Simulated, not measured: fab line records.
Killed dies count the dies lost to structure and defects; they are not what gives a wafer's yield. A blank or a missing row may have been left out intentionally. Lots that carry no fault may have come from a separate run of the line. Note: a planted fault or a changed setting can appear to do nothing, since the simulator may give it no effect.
Chamber matching	flow n5_finfet	rie_diel-03 running N5_BEOL_M11_VIA_ETCH_34: 4 sister chambers
The step etches SiCOH lowk in C4F6/O2, target depth 184.5 nm, time 69.2 s. 20 wafers are shown with their chamber, then 10 later ones without.

## EACH WAFER AND ITS CHAMBER
wafer	chamber	drypump_motor_current_A (A)	showerhead_plenum_p_Torr (Torr)	rf_vpp_V (V)
L074.1	3	6.5	3.04	654
L074.4	0	6.1	2.85	691
L074.6	2	5.8	2.87	653
L078.1	1	6.6	2.80	683
L078.2	3	6.5	3.03	654
L078.3	2	5.8	2.87	652
L078.4	0	6.1	2.85	693
L078.5	3	6.5	3.03	652
L078.6	2	5.8	2.87	654
L081.1	0	6.0	2.84	692
L081.2	3	6.5	3.03	654
L081.4	1	6.6	2.80	684
L080.1	1	6.6	2.80	683
L080.3	2	5.8	2.86	652
L080.5	3	6.5	3.03	653
L077.2	0	6.0	2.84	692
L077.4	2	5.8	2.86	652
L077.6	3	6.5	3.03	654
L082.2	0	6.0	2.84	692
L082.3	3	6.5	3.03	655

SIGNATURES (means of the wafers above)
reading	chamber 0	chamber 1	chamber 2	chamber 3	scatter within a chamber
drypump_motor_current_A	6.040	6.600	5.800	6.500	0.0274
showerhead_plenum_p_Torr	2.8440	2.8000	2.8660	3.0314	0.00451
rf_vpp_V	692.00	683.33	652.60	653.71	0.84
Rule: for a wafer and a chamber, the distance is found by dividing, reading by reading, the gap between the wafer's reading and the chamber's mean by the reading's scatter, squaring, summing and taking the root. If the next closest chamber is less than 2 further off than the closest, the wafer can't be placed; otherwise it belongs to the closest. The scatter: the root of (the sum of the squares of (reading less its chamber's mean) over the shown wafers, divided by (wafers less chambers)).

## WAFERS WITH NO CHAMBER GIVEN
wafer	drypump_motor_current_A (A)	showerhead_plenum_p_Torr (Torr)	rf_vpp_V (V)
L082.4	5.8	2.86	654
L091.2	6.6	3.02	654
L091.3	5.8	2.86	653
L091.5	6.6	2.79	684
L092.1	5.8	2.86	653
L092.2	6.6	2.79	683
L092.3	6.0	2.83	693
L092.4	6.5	3.02	652
L092.5	6.6	2.79	684
L092.6	5.8	2.86	651

## EACH ONE'S CHAMBER
wafer	from the rows above	in truth
L082.4	2	2
L091.2	3	3
L091.3	2	2
L091.5	1	1
L092.1	2	2
L092.2	1	1
L092.3	0	0
L092.4	3	3
L092.5	1	1
L092.6	2	2
Correctly placed: 10 of 10. Can't be placed from these rows: 0. 0 placed wrongly.
